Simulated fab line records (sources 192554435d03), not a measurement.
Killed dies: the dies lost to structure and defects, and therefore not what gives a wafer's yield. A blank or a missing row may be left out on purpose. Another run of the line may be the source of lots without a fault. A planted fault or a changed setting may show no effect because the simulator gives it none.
Problem report in the 8D (eight disciplines) form, filled by code | flow n5_finfet | the parts of the form that need people (team, actions taken, sign-off) are left out

1. WHAT IS WRONG
Mean of spin_speed_rpm at N5_BEOL_M11_COAT_59: 1181.2 rpm across 6 wafers in 2 lots; on wafers with no fault it is 1500.0 rpm (standard deviation 0.93). So: -99 or more standard deviations from the usual mean.
The step: time 60 s, resist thk 100 nm.
Earliest sighting: wafer L647.1 on litho_track-02 at day 11 22:41. The record holds 12 wafers of 4 lots with a number at this step. Rule for "out" (also "out of limits"): further than 4 standard deviations from the usual mean. Any other wafer with a number is counted as sound.

2. WHAT IT IS, WHAT IT ISN'T
question                    | is                     | is not
which readings at this step | spin_speed_rpm         | -
which lots                  | L647, L650             | L656, L664
which wafers of those lots  | all that have a number | -
read on which tools         | litho_track-02         | litho_track-05
when                        | from day 11 22:41      | up to then (0 sound wafers); but 6 sound wafers of L656, L664 came after

3. SUSPECTS, AND WHAT RULES EACH OUT
Counting: a tool at any process step up to the reading remains a suspect when it ran all the lots that are out and ran no sound lot after the first of those.
- litho_track-02 at N5_BEOL_M11_COAT_59 (time 60 s, resist thk 100 nm): ruled out as a lasting fault. Following L647 (day 11 22:41), the first lot on it that is out, the sound lots L664 were run on it.
Left after counting: nothing in the record.

4. THE CAUSE (what the simulator had put in)
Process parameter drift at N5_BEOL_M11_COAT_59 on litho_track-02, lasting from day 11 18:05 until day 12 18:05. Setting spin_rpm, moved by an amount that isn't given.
Counting ruled it out, wrongly.

5. THE CHAIN OF EFFECTS, in route order
Rows list readings where the struck wafers' mean (over those with a number) sits beyond 3 standard deviations from the usual. Only readings whose record carries a usual standard deviation are examined. hours: median over the lots of the time between each lot's start at the first step of this table that gives one and its start at this step. sigmas: the change, counted in usual standard deviations.
hours | step                | reading        | usual      | on struck wafers | change | sigmas
0     | N5_BEOL_M11_COAT_59 | spin_speed_rpm | 1500.0 rpm | 1181.2           | -318.8 | -99 or more
Here are the process steps it includes:
- N5_BEOL_M11_COAT_59: time 60 s, resist thk 100 nm.

6. WHAT WOULD HAVE CAUGHT IT SOONER
In this record no reading fell out of limits until day 11 22:41, 5 hours after the fault had begun at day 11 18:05.
